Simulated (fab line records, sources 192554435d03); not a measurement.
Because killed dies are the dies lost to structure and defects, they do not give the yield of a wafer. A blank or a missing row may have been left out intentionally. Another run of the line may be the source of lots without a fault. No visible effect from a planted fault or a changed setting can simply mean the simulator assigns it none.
Comparing a struck lot with a sound one | flow n5 finfet | 19 steps out of a route of 1938
Sound: these wafers, L816.1, L816.5, L816.6. Struck: wafer L826.1 (L826.2, L826.6, from the same lot, were not struck and are left out); the cause is given at the end.
Per side, at each step with rows, come the tool, then ch with its chambers, and then its first start. Under that, the readings that differ: sound wafers | struck wafers | difference of the means | sigmas: that difference in standard deviations of wafers without a fault.
alike: a reading whose means differ by less than 2 such deviations, as well as words and numbers matching on both sides. not compared: withheld readings; readings where some wafer has no value; bounds like >300 that might hide an equal value; numbers whose values overlap and for which the record gives no deviation.
Wherever a step has rows on one side only, a row that says differs or no value, or a row with sigmas, the two part there. Numbers that have no deviation but don't overlap get no sigmas and don't part them. A reading that every wafer of one side lacks parts them only if that side has two wafers or more.

first, 9 steps without rows for these wafers: N5_BEOL_M2_COAT_67 (time 60 s, resist thk 60 nm); N5_BEOL_M2_COAT_68 (time 60 s, resist thk 12 nm); N5_BEOL_M2_COAT_76 (time 60 s, resist thk 5 nm); N5_BEOL_M2_COAT_22 (resist thk 30 nm); N5_BEOL_M2_EBR_24; N5_BEOL_M2_SOFTBAKE_23 (time 60 s); N5_BEOL_M2_EXPOSE_25 (exposes mask V1, defocus 5 nm); N5_BEOL_M2_PEB_26 (peb time 60 s); N5_BEOL_M2_DEVELOP_27 (develop time 30 s).
N5_BEOL_M2_CD_MEAS_28: target cd 26.2 nm, target cd y 24.1 nm.
  sound on cd sem-01 ch 0, day 6 17:20; struck on cd sem-03 ch 0, day 9 00:22
  alike: cd nm
N5_BEOL_M2_OVL_MEAS_29:
  sound on overlay-02 ch 0, day 6 17:22; struck on overlay-02 ch 0, day 9 00:24
  alike: V1_OVL
N5_BEOL_M2_INSPECT_30: inspects for defects (brightfield).
  sound on defect inspect-02 at day 6 17:26; struck on defect inspect-02 at day 9 00:27
  alike: raw defect count
N5_BEOL_M2_DESCUM_33: chemistry O2, time 7 s.
  sound on rie diel-06 ch 2,3, day 6 17:28; struck on rie diel-01 ch 2, day 9 00:29
  reading                                      | sound          | struck | difference | sigmas
  showerhead plenum p Torr (Torr)              | 2.11 2.11 2.11 | 1.96   | -0.15      | -3
  model.CAR-EUV_of_BEOL_M2_COAT_22.thk nm (nm) | 26 26 26       | 24.2   | -1.8       |
  alike: drypump motor current A, oes product au, rf fwd power W, rf vpp V, throttle valve pct
  not compared: rf hours counter h
N5_BEOL_M2_ETCH_77: etches underlayer in N2/H2, target depth 6.5 nm, time 5.2 s.
  sound on rie diel-06 ch 2,3, day 6 17:30; struck on rie diel-01 ch 2, day 9 00:31
  reading                         | sound             | struck | difference | sigmas
  oes product au (a.u.)           | 0.72 0.74 0.71    | 0.57   | -0.15      | -2
  showerhead plenum p Torr (Torr) | 2.57 2.56 2.57    | 2.40   | -0.17      | -2
  throttle valve pct (%)          | 17.61 17.84 17.59 | 18.36  | +0.68      | +3
  alike: drypump motor current A, etch rf on time s, rf fwd power W, rf vpp V
  not compared: rf hours counter h
N5_BEOL_M2_ETCH_69: etches SiARC in CF4, target depth 15.6 nm, time 26 s.
  sound on rie diel-06 ch 2,3, day 6 17:31; struck on rie diel-01 ch 2, day 9 00:32
  reading                         | sound             | struck | difference | sigmas
  oes product au (a.u.)           | 0.72 0.74 0.72    | 0.57   | -0.16      | -2
  rf vpp V (V)                    | 185.4 185.8 182.8 | 181.2  | -3.5       | -3
  showerhead plenum p Torr (Torr) | 2.16 2.18 2.16    | 2.04   | -0.13      | -2
  throttle valve pct (%)          | 15.40 15.78 15.40 | 16.19  | +0.66      | +2
  alike: drypump motor current A, etch rf on time s, rf fwd power W
  not compared: rf hours counter h
N5_BEOL_M2_ALD_98: deposits SiO2, target thk 2.5 nm, pulse time 1 s, co reactant pulse time 1 s.
  sound on ald sin-04 ch 2,3, day 6 17:43; struck on ald sin-02 ch 1, day 9 00:37
  alike: heater power outer w, heater power w, precursor pulse height rel
N5_BEOL_M2_ETCHBACK_99: etches SiO2 in CHF3, target depth 5 nm, time 10.4 s.
  sound on rie diel-06 ch 0,3, day 6 19:08; struck on rie diel-04 ch 1, day 9 02:23
  reading                                      | sound             | struck | difference | sigmas
  rf fwd power W (W)                           | 213.7 212.5 213.6 | 211.2  | -2.1       | -2
  model.CAR-EUV_of_BEOL_M2_COAT_22.thk nm (nm) | 10.2 10.4 10.2    | 8.6    | -1.7       |
  alike: drypump motor current A, oes product au, rf vpp V, showerhead plenum p Torr, throttle valve pct
  not compared: rf hours counter h
N5_BEOL_M2_ETCH_70: etches SOC in N2/H2, target depth 80 nm, overetch 24 nm, time 130 s.
  sound on rie diel-06 ch 0,3, day 6 19:11; struck on rie diel-04 ch 1, day 9 02:25
  reading               | sound             | struck | difference | sigmas
  oes product au (a.u.) | 0.61 0.64 0.61    | 0.51   | -0.11      | -2
  rf fwd power W (W)    | 837.2 837.3 840.1 | 831.7  | -6.5       | -2
  alike: drypump motor current A, rf vpp V, showerhead plenum p Torr, throttle valve pct
  not compared: rf hours counter h
N5_BEOL_M4_RC_MEAS_101:
  sound on prober-01 ch 0, day 7 20:32; struck on prober-01 ch 0, day 10 11:28
  alike: DIBL_N, DIBL_P, IOFF_N, IOFF_P, ION_N, ION_P, SS_N, SS_P, VT_N, VT_P

WHERE THEY PART
Earliest at N5_BEOL_M2_DESCUM_33; latest, in this record, at N5_BEOL_M2_ETCH_70. Later steps at which nothing parts them and some readings are alike: N5_BEOL_M4_RC_MEAS_101.

WHY: what had been put in by the simulator
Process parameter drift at N5_BEOL_M2_DESCUM_33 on rie diel-01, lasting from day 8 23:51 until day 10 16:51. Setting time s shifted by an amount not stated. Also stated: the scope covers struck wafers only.
